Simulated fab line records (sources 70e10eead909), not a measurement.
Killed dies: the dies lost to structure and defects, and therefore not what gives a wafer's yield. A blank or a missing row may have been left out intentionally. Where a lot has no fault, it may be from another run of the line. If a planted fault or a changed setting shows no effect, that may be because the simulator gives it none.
Comparing a struck lot with a sound one -- flow nandHarc -- 14 out of 1159 route steps
Sound: these wafers, L200.3, L200.5, L200.6. Wafers struck: L194.1, L194.3, L194.6. The cause comes at the end.
Each step with rows lists, per side, the tool, then ch with its chambers, then its first start. Under that, the readings that differ: sound wafers -- struck wafers -- difference of the means -- sigmas: that difference in standard deviations of wafers without a fault.
alike: words and numbers the same on both sides, and readings whose means are apart by under 2 such deviations; not compared: readings that were withheld, readings missing a value for some wafer, numbers with overlapping values and no deviation given by the record, and bounds like >300 which may hide the same value.
The two part at a step that has a row with sigmas, a row that says differs or no value, or rows on one side only. Non-overlapping numbers with no deviation appear without sigmas and do not part them. Lack of a reading on every wafer of one side parts them only where that side has two or more wafers.

first, 1 step without rows for these wafers: NHARC_THIN_TSV_HARDBAKE_13 (time 80 s).
NHARC_THIN_TSV_DESCUM_14: chemistry O2, time 3 s.
  sound on rieDiel-13 ch 0,3, day 23 18:06; struck on rieDiel-08 ch 0,1,2, day 23 11:05
  alike: drypumpMotorCurrentA, oesProductAu, rfVppV, showerheadPlenumPTorr, throttleValvePct
  not compared: rfHoursCounterH
then, 2 steps without rows for these wafers: NHARC_THIN_TSV_ETCH_44 (etches the open film in CF4/O2, target depth 1594.2 nm, time 797.1 s); NHARC_THIN_TSV_ETCH_15 (target depth 3000 nm, bosch target overetch cycles 2, bosch etch step 2.8 s).
NHARC_THIN_TSV_CD_MEAS_16:
  sound on cdSem-03, day 23 18:56; struck on cdSem-01, day 23 11:52
  alike: cdNm
then, 3 steps without rows for these wafers: NHARC_THIN_TSV_STRIP_45 (strips in O2); NHARC_THIN_TSV_STRIP_46 (strips in post etch residue remover, time 1200 s); NHARC_THIN_TSV_DEP_47 (deposits SiO2, target thk 200 nm).
NHARC_THIN_TSV_ETCHBACK_48: etches the open film in C4F8/Ar, target depth 1028.5 nm, time 405.17 s.
  sound on rieDiel-13 ch 1,2, day 23 21:07; struck on rieDiel-02 ch 1,3, day 23 13:11
  alike: biasW, oesProductAu, rfVppV
  not compared: rfHoursCounterH
NHARC_THIN_TSV_STRIP_62: strips in N2/H2, time 20 s.
  sound on plasmaAsher-02 ch 0,1, day 23 21:29; struck on plasmaAsher-01 ch 0,1, day 23 14:52
  alike: drypumpMotorCurrentA, heaterPowerW, tempC
  not compared: rfHoursCounterH
then, 1 step without rows for these wafers: NHARC_THIN_TSV_DEGAS_49 (time 120 s).
NHARC_THIN_TSV_PRE_CLEAN_50: time 30 s.
  sound on pvdSputter-03; struck on pvdSputter-02
  alike: heaterPowerW
NHARC_THIN_TSV_PVD_19: deposits TaN, target thk 20 nm.
  sound on pvdSputter-03, day 23 21:46; struck on pvdSputter-02, day 23 15:12
  no value came back on the struck wafers for chamberPressurePa (Pa), throttleValvePct (%); on the sound wafers chamberPressurePa (Pa) reads 5.000 5.003 4.988
NHARC_THIN_TSV_PVD_51: deposits Cu, target thk 100 nm.
  sound on pvdSputter-03; struck on pvdSputter-02
  alike: chamberPressurePa, throttleValvePct

== WHERE THEY PART ==
Within this record, at NHARC_THIN_TSV_PVD_19 only. Later steps at which nothing parts them and some readings are alike: NHARC_THIN_TSV_PVD_51.

WHY: what the simulator had put in
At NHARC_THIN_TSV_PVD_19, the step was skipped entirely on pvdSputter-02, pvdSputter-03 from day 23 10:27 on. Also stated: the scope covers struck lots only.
